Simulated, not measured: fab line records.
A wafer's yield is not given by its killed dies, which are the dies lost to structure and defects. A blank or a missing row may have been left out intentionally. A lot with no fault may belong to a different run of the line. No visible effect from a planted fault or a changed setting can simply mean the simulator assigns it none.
Struck lot and sound lot, side by side | flow nand_harc | 33 out of 1302 route steps
Sound: wafers L625.1, L625.2, L625.4. Struck: wafers L637.4, L637.6. (L637.1 of the same lot was not struck and is left out.) The cause comes at the end.
For every step that has rows: the tool of each side, followed by ch and its chambers, followed by its first start. Under that, the readings that differ: sound wafers | struck wafers | difference of the means | sigmas: that difference in standard deviations of wafers without a fault.
alike: a reading whose means differ by less than 2 such deviations, as well as words and numbers matching on both sides. not compared: withheld readings; readings where some wafer has no value; bounds like >300 that might hide an equal value; numbers whose values overlap and for which the record gives no deviation.
Wherever a step has rows on one side only, a row that says differs or no value, or a row with sigmas, the two part there. Non-overlapping numbers with no deviation appear without sigmas and do not part them. A reading that every wafer of one side lacks parts them only if that side has two wafers or more.

first, 9 steps without rows for these wafers: NHARC_P_CONTACT_STRIP_28 (strips in O2); NHARC_P_CONTACT_STRIP_29 (strips in post etch residue remover, time 1200 s); NHARC_P_CONTACT_DEGAS_38 (time 60 s); NHARC_P_CONTACT_PRE_CLEAN_39 (time 19.5 s); NHARC_P_CONTACT_PVD_32 (deposits Ti, target thk 5 nm, time 17.7 s); NHARC_P_CONTACT_ALD_22 (deposits TiN, target thk 3 nm, pulse time 1 s, ald cycles 150); NHARC_P_CONTACT_CVD_23 (deposits W, target thk 200 nm, time 557 s); NHARC_P_CONTACT_CMP_24 (polishes, t overpolish 30 s, target thk 200 nm); NHARC_P_CONTACT_SRD_26.
NHARC_P_M0_DEP_00: deposits SiOC, target thk 150 nm.
  sound on pecvd-02 ch 0,2, day 6 10:05; struck on pecvd-01 ch 0,1,2, day 10 21:08
then, 22 steps without rows for these wafers: NHARC_P_M0_DEHYDRATE_01 (time 120 s); NHARC_P_M0_HMDS_02 (time 30 s); NHARC_P_M0_COAT_33 (time 65 s); NHARC_P_M0_COAT_03 (resist thk 90 nm); NHARC_P_M0_SOFTBAKE_04 (time 55 s); NHARC_P_M0_EBR_05; NHARC_P_M0_EXPOSE_06 (exposes mask P M0, target cd 90 nm); NHARC_P_M0_PEB_07 (peb time 65 s); NHARC_P_M0_DEVELOP_08 (develop time 35 s); NHARC_P_M0_DESCUM_14 (chemistry O2, time 3 s); NHARC_P_M0_ETCH_34 (etches the open film in N2/H2, target depth 40 nm, overetch 12 nm, time 43.94 s); NHARC_P_M0_ETCH_15 (etches the open film in C4F8/Ar, target depth 150 nm, overetch 15 nm, time 82.5 s); NHARC_P_M0_STRIP_18 (strips in N2/H2); NHARC_P_M0_STRIP_19 (strips in post etch residue remover, time 600 s); NHARC_P_M0_DEGAS_28 (time 60 s); NHARC_P_M0_PRE_CLEAN_29 (time 30 s); NHARC_P_M0_PVD_20 (deposits TaN, target thk 5 nm, time 8.06 s); NHARC_P_M0_PVD_21 (deposits Cu, target thk 30 nm, time 20.49 s); NHARC_P_M0_ECD_22 (material Cu, target thk 400 nm); NHARC_P_M0_ANNEAL_30 (time 90 s); NHARC_P_M0_CMP_23 (polishes, t overpolish 20 s, target thk 117.54 nm); NHARC_P_M0_SRD_25.
-- jump in the record: it breaks off in module P_M0 and resumes in module END (first step shown: number 1302 of the route), and 19 days separate the struck wafers' starts before and after --
NHARC_END_SORT_01:
  sound on prober-02 ch 0, day 25 04:01; struck on prober-01 ch 0, day 29 20:16
  reading                  | sound          | struck    | difference | sigmas
  defect_limited_yield (%) | 96.8 95.0 96.2 | 0 0       | -96        | -38
  killed_at_periphery      | 4 13 10        | 643 641   | +633       | +99 or more
  killed_dies              | 22 34 26       | 677 677   | +650       | +38
  killed_open              | 1 1 5          | 4 8       | +4         | +2
  sort_bin_2_pct (%)       | 1.0 1.5 1.5    | 96.5 96.3 | +95.1      | +86
  sort_n_pass              | 655 643 651    | 0 0       | -650       | -38
  sort_rim_yield_pct (%)   | 93 95 94       | 0 0       | -94        | -20
  sort_yield_pct (%)       | 96.8 95.0 96.2 | 0 0       | -96        | -38
  alike: killed_at_array, killed_at_other, killed_short, sort_bin_3_pct, sort_bin_4_pct

## WHERE THEY PART
At NHARC_END_SORT_01 and nowhere else, as far as this record goes.

WHY: the cause the simulator had injected
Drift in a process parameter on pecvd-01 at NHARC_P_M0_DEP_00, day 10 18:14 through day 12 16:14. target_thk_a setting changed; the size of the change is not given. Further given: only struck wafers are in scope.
